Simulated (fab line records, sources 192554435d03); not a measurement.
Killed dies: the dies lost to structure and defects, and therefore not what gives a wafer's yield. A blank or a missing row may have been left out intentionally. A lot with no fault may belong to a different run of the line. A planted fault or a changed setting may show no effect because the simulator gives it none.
Chamber matching -- flow n5-finfet -- cmp-02 running N5_BEOL_M2_CMP_52: 4 sister chambers
The step polishes, stops on SiOC, t overpolish 6.8 s, target thk 40 nm. 24 wafers are shown with their chamber, then 12 later ones without.

## EACH WAFER AND ITS CHAMBER
wafer,chamber,motor-current-A (A),time-to-endpoint-s (s),barrier-field-endpoint-s (s)
L075.4,3,4.9,69,25.8
L075.5,0,5.3,60,24.6
L075.6,3,4.8,66,25.5
L077.3,0,5.1,60,24.8
L077.5,3,5.0,63,25.0
L077.6,0,5.0,60,24.7
L079.1,3,5.1,68,25.0
L079.2,0,5.4,63,24.5
L079.6,3,4.7,69,26.3
L084.2,2,5.8,69,25.2
L084.3,1,6.7,66,25.4
L084.6,3,4.9,67,25.4
L087.3,2,6.0,68,25.8
L087.5,2,6.4,69,26.5
L087.6,3,4.9,67,25.5
L089.1,3,4.9,66,24.6
L089.2,0,5.4,62,24.6
L089.3,2,5.9,70,25.9
L090.1,1,6.7,67,24.4
L090.3,0,5.1,65,24.6
L090.5,1,6.4,67,25.1
L091.2,2,6.0,66,25.1
L091.5,0,5.2,64,25.2
L091.6,1,6.4,67,25.2

SIGNATURES, as means of the wafers listed above
reading,chamber 0,chamber 1,chamber 2,chamber 3,scatter within a chamber
motor-current-A,5.214,6.550,6.020,4.900,0.165
time-to-endpoint-s,62.00,66.75,68.40,66.88,1.77
barrier-field-endpoint-s,24.714,25.025,25.700,25.387,0.455
Rule: a wafer's distance from a chamber is the root of the sum, over the readings, of the square of ((its reading less the chamber's mean) divided by the reading's scatter). The wafer belongs to the nearest chamber; if the next one is less than 2 further off, it can't be placed. The scatter: the root of (the sum of the squares of (reading less its chamber's mean) over the shown wafers, divided by (wafers less chambers)).

## WAFERS WHOSE CHAMBER IS MISSING
wafer,motor-current-A (A),time-to-endpoint-s (s),barrier-field-endpoint-s (s)
L092.1,6.1,70,25.1
L092.2,5.2,60,24.1
L092.4,5.0,66,25.3
L093.2,5.1,65,24.4
L093.3,5.0,68,25.4
L093.4,6.1,70,26.1
L094.3,6.1,72,24.7
L094.4,4.9,70,25.0
L094.6,4.8,70,25.4
L097.2,5.2,62,23.9
L097.4,6.2,69,26.0
L097.6,5.5,68,24.9

## EACH ONE'S CHAMBER
wafer,from the rows above,in truth
L092.1,can't be placed: 2 or 1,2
L092.2,0,0
L092.4,3,3
L093.2,can't be placed: 0 or 3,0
L093.3,3,3
L093.4,2,2
L094.3,can't be placed: 2 or 1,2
L094.4,3,3
L094.6,3,3
L097.2,0,0
L097.4,can't be placed: 2 or 1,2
L097.6,can't be placed: 2 or 0 or 3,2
7 of 12 placed correctly. Not placeable from these rows: 5 (in 5, the candidates include the true chamber). Placed wrongly: 0.
